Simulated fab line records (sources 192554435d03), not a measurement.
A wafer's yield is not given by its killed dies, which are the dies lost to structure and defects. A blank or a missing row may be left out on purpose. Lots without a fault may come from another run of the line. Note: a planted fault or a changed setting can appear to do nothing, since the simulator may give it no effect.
Matching of chambers | flow n5Finfet | 4 sister chambers for N5_BEOL_M2_STRIP_66 on rieDiel-01
The step strips in CF4. 4 wafers are shown with their chamber, then 9 later ones without.

## EACH WAFER AND ITS CHAMBER
wafer  | chamber | drypumpMotorCurrentA (A)
L079.6 | 1       | 5.5
L084.1 | 2       | 5.8
L085.3 | 0       | 5.2
L085.6 | 3       | 6.4

## WAFERS WITH NO CHAMBER GIVEN
wafer  | drypumpMotorCurrentA (A)
L089.3 | 5.7
L089.5 | 5.5
L089.6 | 5.8
L095.1 | 6.4
L095.2 | 5.5
L095.5 | 5.5
L097.2 | 5.7
L097.5 | 6.4
L097.6 | 5.7

## WHICH CHAMBER EACH WENT THROUGH
wafer  | from the rows above     | in truth
L089.3 | can't be placed: 2 or 1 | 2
L089.5 | 1                       | 1
L089.6 | 2                       | 2
L095.1 | 3                       | 3
L095.2 | 1                       | 1
L095.5 | 1                       | 1
L097.2 | can't be placed: 2 or 1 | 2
L097.5 | 3                       | 3
L097.6 | can't be placed: 2 or 1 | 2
6 of 9 placed correctly. From these rows, 3 cannot be placed; in 3 the true chamber is one of the candidates. Placed wrongly: 0.
How it was worked out, from the rows above alone: a wafer's distance from a chamber is the root of the sum, over the readings, of the square of ((its reading less the chamber's mean) divided by the reading's scatter). If the next closest chamber is less than 2 further off than the closest, the wafer can't be placed; otherwise it belongs to the closest. The mean given for a chamber averages the wafers shown for that chamber. The scatter: root of mean squared gap, hidden wafer to nearest shown wafer, with one shown wafer a chamber.
